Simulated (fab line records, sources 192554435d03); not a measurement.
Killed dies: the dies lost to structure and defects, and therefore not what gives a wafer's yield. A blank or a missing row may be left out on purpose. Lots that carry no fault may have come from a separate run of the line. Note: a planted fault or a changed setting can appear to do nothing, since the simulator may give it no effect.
Matching of chambers | flow n5Finfet | N5_BEOL_M2_ETCH_69 on rieDiel-02: 4 sister chambers
The step etches SiARC in CF4, target depth 15.6 nm, time 26 s. 20 wafers are shown with their chamber, then 10 later ones without.

## EACH WAFER AND ITS CHAMBER
wafer  | chamber | showerheadPlenumPTorr (Torr) | drypumpMotorCurrentA (A) | oesProductAu (a.u.)
L076.1 | 0       | 2.22                         | 6.2                      | 0.61
L076.2 | 2       | 2.15                         | 5.7                      | 0.71
L076.5 | 3       | 2.29                         | 6.0                      | 0.80
L085.1 | 3       | 2.28                         | 6.0                      | 0.77
L085.3 | 2       | 2.15                         | 5.6                      | 0.68
L085.6 | 0       | 2.21                         | 6.2                      | 0.59
L086.3 | 1       | 2.27                         | 6.6                      | 0.77
L086.4 | 3       | 2.28                         | 6.0                      | 0.77
L086.5 | 1       | 2.27                         | 6.5                      | 0.77
L090.2 | 1       | 2.27                         | 6.5                      | 0.75
L090.4 | 0       | 2.21                         | 6.2                      | 0.59
L090.6 | 0       | 2.21                         | 6.2                      | 0.59
L091.1 | 0       | 2.21                         | 6.2                      | 0.59
L091.5 | 0       | 2.21                         | 6.2                      | 0.59
L091.6 | 3       | 2.28                         | 6.0                      | 0.76
L092.4 | 2       | 2.14                         | 5.6                      | 0.66
L092.5 | 1       | 2.27                         | 6.5                      | 0.75
L092.6 | 0       | 2.21                         | 6.2                      | 0.59
L093.2 | 3       | 2.28                         | 6.0                      | 0.76
L093.4 | 1       | 2.27                         | 6.5                      | 0.76

SIGNATURES, as means of the wafers listed above
reading               | chamber 0 | chamber 1 | chamber 2 | chamber 3 | scatter within a chamber
showerheadPlenumPTorr | 2.2114    | 2.2700    | 2.1467    | 2.2820    | 0.00381
drypumpMotorCurrentA  | 6.200     | 6.520     | 5.633     | 6.000     | 0.0303
oesProductAu          | 0.5929    | 0.7600    | 0.6833    | 0.7720    | 0.0139
Rule: distance of a wafer from a chamber = root of the sum over the readings of ((wafer's reading minus chamber's mean) / reading's scatter) squared. The wafer belongs to the nearest chamber; if the next one is less than 2 further off, it can't be placed. The scatter: take each reading less its chamber's mean, square it, sum over the shown wafers, divide by the number of wafers less the number of chambers, and take the root.

## WAFERS WITHOUT THEIR CHAMBER
wafer  | showerheadPlenumPTorr (Torr) | drypumpMotorCurrentA (A) | oesProductAu (a.u.)
L093.5 | 2.28                         | 6.0                      | 0.76
L094.2 | 2.27                         | 6.5                      | 0.74
L094.4 | 2.20                         | 6.2                      | 0.59
L094.6 | 2.14                         | 5.7                      | 0.66
L095.1 | 2.14                         | 5.7                      | 0.67
L095.4 | 2.27                         | 6.5                      | 0.74
L095.5 | 2.20                         | 6.2                      | 0.58
L097.4 | 2.27                         | 6.0                      | 0.74
L097.5 | 2.14                         | 5.6                      | 0.66
L097.6 | 2.27                         | 6.5                      | 0.74

## THE CHAMBER EACH PASSED THROUGH
wafer  | from the rows above | in truth
L093.5 | 3                   | 3
L094.2 | 1                   | 1
L094.4 | 0                   | 0
L094.6 | 2                   | 2
L095.1 | 2                   | 2
L095.4 | 1                   | 1
L095.5 | 0                   | 0
L097.4 | 3                   | 3
L097.5 | 2                   | 2
L097.6 | 1                   | 1
Correct placement for 10 of the 10. From these rows, 0 cannot be placed. Number placed wrongly: 0.
